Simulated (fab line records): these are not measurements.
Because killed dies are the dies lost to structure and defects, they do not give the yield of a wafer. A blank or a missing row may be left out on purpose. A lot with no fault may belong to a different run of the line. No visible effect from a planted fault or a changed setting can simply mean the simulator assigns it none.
fab line records	flow n5-finfet
record: lots: 7	wafers: 39
route steps=1938 shown SD_EPI_N@288 SD_EPI_P@321 SD_ACTIVATION@330 MOL_CONTACT_COAG@535
start-h: hours from the record's first day to the start of the lot's first wafer shown	wait-h: hours since the lot's step before	" the same as in the row above	L1.1+2: several wafers, shown together as one row	- no value present, or no start provided	* or withheld: withheld	< > ~ a bound
route shown NAME@n: a module of which the file shows steps, and the number in the route of the first	usual: the fault-free wafers' mean and standard deviation	same: alike in all rows	chamber/n: place in a boat	sites: the reading at each site	_std_site: standard deviation of those values	_edge_site: inner sites' mean taken away from outer sites' mean	radius-mm: how far each site lies from the wafer's centre	mask NAME#n: copy n	behind: the last tool/chamber to shape the wafer	hold: the reason the lot was held/the length of the hold in hours/how it ended	device: the n, p or np transistor that did not switch	end of line: the tests these same wafers got at the end of their route	step lacking rows: just its recipe	killed: the dies lost at the first sort to structure and to defects; this is not the yield of the wafer	map: the dies of a wafer, with x for killed, . for not killed, _ for no die there
set.NAME: the setting as run; set.NAME@STEP: as run at that earlier step	model.NAME: the simulator's own value behind a step, which no gauge read
lots run with intentionally changed settings; tables by step, rows by wafer
== steps ==
step: N5_SD_EPI_N_EPI_21
recipe: material: Si:P	dopant: P	temp-c: 680	pressure-torr: 255	time-s: 690
lot.wafer	tool	chamber	start-h	wait-h	set.time-s	model.Si-P_of_SD_EPI_N_EPI_21.thk-nm
L078.2	epi-rpcvd-01	0	75.82	0.4	690	59.4
L078.4	"	0	"	"	690	59
L078.5	"	0	"	"	690	58.8
L080.1	epi-rpcvd-04	0	85.42	0.1	690	58.4
L080.2	"	0	"	"	690	58.2
L080.3	"	0	"	"	827	66.2
L080.4	"	0	"	"	690	58
L080.5	"	0	"	"	827	66.4
L080.6	"	0	"	"	827	65.8
L081.1	epi-rpcvd-04	0	91.21	0.1	690	58.8
L081.2+3	"	0	"	"	690	58.2
L081.4+6	"	0	"	"	690	59.2
L081.5	"	0	"	"	690	58.4
L085.1	epi-rpcvd-04	0	121.70	0.1	573.2	50.8
L085.2	"	0	"	"	690	57.8
L085.3	"	0	"	"	573.2	51
L085.4	"	0	"	"	690	57.4
L085.5	"	0	"	"	690	57.2
L085.6	"	0	"	"	573.2	50.6
L086.1+4	epi-rpcvd-03	0	131.69	0.1	592	53.8
L086.2	"	0	"	"	690	60.2
L086.3	"	0	"	"	690	60
L086.5	"	0	"	"	592	54.2
L086.6	"	0	"	"	690	59.8
L089.1	epi-rpcvd-03	0	143.47	0.1	690	59.2
L089.2+3+6	"	0	"	"	690	58.6
L089.4	"	0	"	"	690	59
L089.5	"	0	"	"	690	59.8
L096.1	epi-rpcvd-04	0	182.54	0.1	690	59.6
L096.2+3	"	0	"	"	636.2	56
L096.4	"	0	"	"	690	59.8
L096.5	"	0	"	"	690	58.6
L096.6	"	0	"	"	636.2	55.6
step: N5_SD_EPI_N_EPI_MEAS_23
recipe: mode: xrd
usual: thk-nm: 58.8/1.4
lot.wafer	tool	chamber	start-h	wait-h	set.time-s@SD_EPI_N_EPI_21	thk-nm
L078.2	film-metro-02	-	77.26	1.2	690	60.4
L078.4	"	-	"	"	690	60.3
L078.5	"	-	"	"	690	57.4
L080.1	film-metro-02	-	87.13	1.4	690	58.4
L080.2	"	-	"	"	690	57.1
L080.3	"	-	"	"	827	66.6
L080.4	"	-	"	"	690	59.3
L080.5	"	-	"	"	827	65.3
L080.6	"	-	"	"	827	65.9
L081.1	film-metro-02	-	92.93	1.4	690	58.9
L081.2	"	-	"	"	690	59.3
L081.3	"	-	"	"	690	58.4
L081.4	"	-	"	"	690	59.3
L081.5	"	-	"	"	690	59.5
L081.6	"	-	"	"	690	59.5
L085.1	film-metro-01	-	123.42	1.5	573.2	51.5
L085.2	"	-	"	"	690	56.6
L085.3	"	-	"	"	573.2	50.0
L085.4	"	-	"	"	690	56.9
L085.5	"	-	"	"	690	58.2
L085.6	"	-	"	"	573.2	48.0
L086.1	film-metro-02	-	133.40	1.5	592	52.6
L086.2	"	-	"	"	690	58.7
L086.3	"	-	"	"	690	58.9
L086.4	"	-	"	"	592	55.2
L086.5	"	-	"	"	592	55.3
L086.6	"	-	"	"	690	60.8
L089.1	film-metro-01	-	145.18	1.4	690	60.3
L089.2	"	-	"	"	690	58.0
L089.3	"	-	"	"	690	57.8
L089.4	"	-	"	"	690	57.8
L089.5	"	-	"	"	690	60.7
L089.6	"	-	"	"	690	57.5
L096.1	film-metro-01	-	184.26	1.4	690	57.9
L096.2	"	-	"	"	636.2	54.7
L096.3	"	-	"	"	636.2	56.1
L096.4	"	-	"	"	690	60.4
L096.5	"	-	"	"	690	58.8
L096.6	"	-	"	"	636.2	55.7
step: N5_SD_EPI_N_PRECLEAN_24
recipe: chemistry: O3/DIW	time-s: 60	temp-c: 22	o3-ppm: 10
step: N5_SD_EPI_N_SRD_25
recipe: time-s: 30	temp-c: 23	rinse-liquid: diw	dry: ipa-marangoni
step: N5_SD_EPI_P_EPI_21
recipe: material: SiGe:B	dopant: B	temp-c: 550	pressure-torr: 20	ambient: H2	time-s: 355
step: N5_SD_EPI_P_HM_STRIP_48
recipe: chemistry: H3PO4	temp-c: 160	material: SiNx	target: SiNx	target-depth-a: 30	overetch-fraction: 0.3
lot.wafer	tool	chamber	start-h	wait-h	set.time-s@SD_EPI_N_EPI_21	model.Si-P_of_SD_EPI_N_EPI_21.thk-nm
L078.2	wet-bench-04	4	82.18	0.0	690	58.8
L078.4	"	5	"	"	690	58.4
L078.5	"	3	"	"	690	58
L080.1	wet-bench-04	5	91.76	0.0	690	57.8
L080.2+4	"	0,1	"	"	690	57.4
L080.3	"	6	"	"	827	65.4
L080.5	"	2	"	"	827	65.6
L080.6	"	7	"	"	827	65
L081.1	wet-bench-01	2	99.04	0.0	690	58.2
L081.2+3	"	0,1	"	"	690	57.6
L081.4+6	"	7,4	"	"	690	58.6
L081.5	"	3	"	"	690	57.8
L085.1	wet-bench-04	2	128.12	0.0	573.2	50.2
L085.2	"	7	"	"	690	57.2
L085.3	"	6	"	"	573.2	50.4
L085.4+5	"	0,5	"	"	690	56.6
L085.6	"	1	"	"	573.2	50
L086.1+4	wet-bench-06	5,4	138.46	0.0	592	53.2
L086.2	"	0	"	"	690	59.4
L086.3	"	1	"	"	690	59.2
L086.5	"	2	"	"	592	53.6
L086.6	"	3	"	"	690	59
L089.1+4	wet-bench-01	7,6	149.81	0.0	690	58.4
L089.2+3	"	4,5	"	"	690	58
L089.5	"	2	"	"	690	59
L089.6	"	3	"	"	690	57.8
L096.1	wet-bench-06	2	190.18	0.0	690	59
L096.2+3	"	4,1	"	"	636.2	55.4
L096.4	"	3	"	"	690	59.2
L096.5	"	5	"	"	690	57.8
L096.6	"	6	"	"	636.2	55
step: N5_SD_EPI_P_SRD_49
recipe: dry: ipa-marangoni	time-s: 30	temp-c: 23	rinse-liquid: diw
step: N5_SD_EPI_P_PRECLEAN_24
recipe: chemistry: O3/DIW	time-s: 45	temp-c: 22	o3-ppm: 10
step: N5_SD_ACTIVATION_RTA_00
recipe: temp-c: 975	time-s: 0	ambient: N2	idle-temp-c: 600	ramp-up-c-per-s: 150	ramp-down-c-per-s: 60	cool-to-c: 600
step: N5_SD_ACTIVATION_LSA_01
recipe: temp-c: 1080	time-s: 0.0008	ambient: N2
step: N5_SD_ACTIVATION_RS_MEAS_03
recipe: thk-meas-gauge: four-point-probe
usual: RS_SD_N: 21.9/0.38	RS_SD_P: 56.0/1.1
lot.wafer	tool	chamber	start-h	wait-h	set.time-s@SD_EPI_N_EPI_21	RS_SD_N[ohm/sq]	RS_SD_P[ohm/sq]
L078.2	film-metro-01	-	83.08	0.2	690	21.8	55.1
L078.4	"	-	"	"	690	21.9	54.4
L078.5	"	-	"	"	690	22.0	55.0
L080.1	film-metro-01	-	92.51	0.2	690	22.2	56.1
L080.2	"	-	"	"	690	22.5	55.8
L080.3	"	-	"	"	827	19.7	56.4
L080.4	"	-	"	"	690	22.3	56.8
L080.5	"	-	"	"	827	19.6	55.7
L080.6	"	-	"	"	827	19.9	56.5
L081.1	film-metro-02	-	99.69	0.2	690	21.9	56.6
L081.2	"	-	"	"	690	22.1	55.7
L081.3	"	-	"	"	690	22.2	56.2
L081.4	"	-	"	"	690	21.6	56.2
L081.5	"	-	"	"	690	21.9	56.0
L081.6	"	-	"	"	690	21.8	56.4
L085.1	film-metro-01	-	129.04	0.2	573.2	25.4	54.0
L085.2	"	-	"	"	690	22.6	55.1
L085.3	"	-	"	"	573.2	25.5	54.8
L085.4	"	-	"	"	690	22.4	54.8
L085.5	"	-	"	"	690	22.7	54.5
L085.6	"	-	"	"	573.2	25.7	54.7
L086.1	film-metro-02	-	139.03	0.2	592	24.0	56.8
L086.2	"	-	"	"	690	21.5	56.6
L086.3	"	-	"	"	690	21.6	56.4
L086.4	"	-	"	"	592	24.3	56.1
L086.5	"	-	"	"	592	23.7	56.7
L086.6	"	-	"	"	690	21.4	56.5
L089.1	film-metro-01	-	150.56	0.2	690	21.9	56.4
L089.2	"	-	"	"	690	22.0	56.3
L089.3	"	-	"	"	690	22.1	56.7
L089.4	"	-	"	"	690	22.0	56.3
L089.5	"	-	"	"	690	21.8	55.4
L089.6	"	-	"	"	690	22.3	56.6
L096.1	film-metro-02	-	190.75	0.2	690	21.7	56.5
L096.2	"	-	"	"	636.2	23.1	56.7
L096.3	"	-	"	"	636.2	23.1	56.4
L096.4	"	-	"	"	690	21.5	56.9
L096.5	"	-	"	"	690	22.1	56.4
L096.6	"	-	"	"	636.2	23.5	56.6
step: N5_MOL_CONTACT_COAG_CONTACT_ETCH_14
recipe: chemistry: C4F6/O2	target: SiO2	target-depth-a: 275	overetch-a: 85	mask-material: SOC	pressure-mtorr: 30	source-w: 370	bias-w: 185	Ar_flow_sccm: 300	C4F6_flow_sccm: 16	O2_flow_sccm: 10	time-s: 20	ion-energy-ev: 259.6
usual: rf-vpp-V: 692.9/2.3
lot.wafer	tool	chamber	start-h	wait-h	set.source-w	rf-vpp-V
L078.2	rie-diel-06	1	114.83	0.0	370	690.8
L078.4	"	3	"	"	370	695.8
L078.5	"	3	"	"	370	696.6
L080.1	rie-diel-05	0	125.22	0.0	439.9	653.6
L080.2	"	1	"	"	370	694.3
L080.3	"	2	"	"	370	689.2
L080.4	"	3	"	"	370	692.4
L080.5	"	2	"	"	439.9	645.3
L080.6	"	1	"	"	439.9	663.9
L081.1	rie-diel-05	1	131.72	0.0	370	695.8
L081.2	"	0	"	"	370	688.9
L081.3	"	3	"	"	405.3	681.7
L081.4	"	2	"	"	370	687.9
L081.5	"	2	"	"	405.3	661.6
L081.6	"	3	"	"	405.3	682.5
L085.1	rie-diel-06	2	158.75	0.0	370	691.3
L085.2	"	3	"	"	370	695.3
L085.3	"	0	"	"	299.5	731.3
L085.4	"	1	"	"	299.5	744.9
L085.5	"	3	"	"	370	695.3
L085.6	"	0	"	"	299.5	730.8
L086.1	rie-diel-06	0	167.29	0.0	351.2	696.0
L086.2	"	1	"	"	370	691.1
L086.3	"	3	"	"	351.2	709.7
L086.4	"	2	"	"	370	691.1
L086.5	"	3	"	"	370	696.1
L086.6	"	0	"	"	351.2	698.2
L089.1	rie-diel-03	0	179.26	0.0	370	692.8
L089.2	"	1	"	"	370	690.8
L089.3	"	2	"	"	323.4	724.0
L089.4	"	3	"	"	323.4	732.7
L089.5	"	2	"	"	370	695.4
L089.6	"	1	"	"	323.4	721.5
L096.1	rie-diel-03	2	219.71	0.0	370	693.5
L096.2	"	1	"	"	370	690.8
L096.3	"	2	"	"	370	694.0
L096.4	"	1	"	"	410	670.2
L096.5	"	2	"	"	410	672.6
L096.6	"	1	"	"	410	671.4
step: N5_MOL_CONTACT_COAG_ETCHBACK_136
recipe: chemistry: CHF3	target: SiO2	target-depth-a: 250	time-s: 16.7	ion-energy-ev: 200	pressure-mtorr: 30	source-w: 610	bias-w: 170	Ar_flow_sccm: 200	CHF3_flow_sccm: 50
lot.wafer	tool	chamber	start-h	wait-h	set.target-depth-a
L078.2+4+5	rie-diel-06	3,0,1	126.47	0.0	250
L080.1+2+6	rie-diel-05	0,2,0	135.66	0.0	234.7
L080.3+4+5	"	3,1,3	"	"	250
L081.1+4+5	rie-diel-06	2,3,1	141.40	0.0	250
L081.2+3+6	"	1,0,2	"	"	217.6
L085.1+4+5	rie-diel-03	2,1,1	171.41	0.0	250
L085.2+3+6	"	1,2,2	"	"	234.6
L086.1+2+3+4+5+6	rie-diel-05	0,2,1,3,1,2	179.51	0.0	250
L089.1+3+4	rie-diel-03	0,3,2	191.13	0.0	216.6
L089.2+5+6	"	1,1,0	"	"	250
L096.1+2+3+4+5+6	rie-diel-03	3,2,1,0,1,2	233.34	0.0	250
step: N5_MOL_CONTACT_COAG_STRIP_120
recipe: chemistry: CHF3	resist: SiARC	rf-frequency-hz: 6e+07
step: N5_MOL_CONTACT_COAG_VIA_ETCH_117
recipe: chemistry: C4F6/O2	target-depth-a: 400	overetch-a: 80	mask-material: SOC	target: SiO2	bias-w: 455	pressure-mtorr: 10	time-s: 26	source-w: 325	Ar_flow_sccm: 300	C4F6_flow_sccm: 10	O2_flow_sccm: 10	ion-energy-ev: 575.3	ends: end-point
lot.wafer	tool	chamber	start-h	wait-h	set.target-depth-a@MOL_CONTACT_COAG_ETCHBACK_136	model.MOL_CONTACT_COAG.feature-depth-nm	model.etch.depth-nm
L078.2	rie-diel-06	3	126.50	0.0	250	40.8	40.85
L078.4	"	0	"	"	250	39.8	39.74
L078.5	"	1	"	"	250	41	40.94
L080.1	rie-diel-05	0	135.69	0.0	234.7	41.2	41.29
L080.2	"	2	"	"	234.7	41.2	41.15
L080.3	"	3	"	"	250	41	41.06
L080.4	"	1	"	"	250	40.4	40.39
L080.5	"	3	"	"	250	41	40.95
L080.6	"	0	"	"	234.7	41.2	41.16
L081.1	rie-diel-06	2	141.44	0.0	250	40.4	40.49
L081.2	"	1	"	"	217.6	44.4	44.33
L081.3	"	0	"	"	217.6	43.2	43.1
L081.4	"	3	"	"	250	40.6	40.61
L081.5	"	1	"	"	250	41.2	41.18
L081.6	"	2	"	"	217.6	43.6	43.58
L085.1	rie-diel-03	2	171.46	0.0	250	39.8	39.87
L085.2	"	1	"	"	234.6	41.2	41.22
L085.3+6	"	2	"	"	234.6	41.2	41.19
L085.4	"	1	"	"	250	39.6	39.54
L085.5	"	1	"	"	250	39.6	39.52
L086.1	rie-diel-05	0	179.55	0.0	250	39.6	39.63
L086.2	"	2	"	"	250	39.8	39.78
L086.3	"	1	"	"	250	40.2	40.26
L086.4	"	3	"	"	250	41	41
L086.5	"	1	"	"	250	40.2	40.13
L086.6	"	2	"	"	250	39.8	39.87
L089.1	rie-diel-03	0	191.16	0.0	216.6	43.4	43.46
L089.2	"	1	"	"	250	39.8	39.78
L089.3	"	3	"	"	216.6	43.4	43.33
L089.4	"	2	"	"	216.6	43	42.95
L089.5	"	1	"	"	250	39.4	39.41
L089.6	"	0	"	"	250	40.4	40.45
L096.1	rie-diel-03	3	233.37	0.0	250	40.4	40.49
L096.2	"	2	"	"	250	39.8	39.75
L096.3	"	1	"	"	250	39.4	39.48
L096.4	"	0	"	"	250	39.8	39.77
L096.5	"	1	"	"	250	39.6	39.53
L096.6	"	2	"	"	250	39.6	39.52
== key ==
split: step: N5_SD_EPI_N_EPI_21	setting: time-s	stated: 690	by: wafer
response: step: N5_SD_EPI_N_EPI_21	reading: model.Si-P_of_SD_EPI_N_EPI_21.thk-nm	change: +0.407	per: 1%	r: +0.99
response: step: N5_SD_EPI_N_EPI_MEAS_23	reading: thk-nm	change: *	per: 1%	r: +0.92
response: step: N5_SD_EPI_P_HM_STRIP_48	reading: model.Si-P_of_SD_EPI_N_EPI_21.thk-nm	change: +0.399	per: 1%	r: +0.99
response: step: N5_SD_ACTIVATION_RS_MEAS_03	reading: RS_SD_N	change: -0.157	per: 1%	r: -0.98
split: step: N5_MOL_CONTACT_COAG_CONTACT_ETCH_14	setting: source-w	stated: 370	by: wafer
response: step: N5_MOL_CONTACT_COAG_CONTACT_ETCH_14	reading: rf-vpp-V	change: -2.11	per: 1%	r: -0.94
split: step: N5_MOL_CONTACT_COAG_ETCHBACK_136	setting: target-depth-a	stated: 250	by: wafer
response: step: N5_MOL_CONTACT_COAG_VIA_ETCH_117	reading: model.MOL_CONTACT_COAG.feature-depth-nm	change: -0.228	per: 1%	r: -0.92
response: step: N5_MOL_CONTACT_COAG_VIA_ETCH_117	reading: model.etch.depth-nm	change: -0.225	per: 1%	r: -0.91
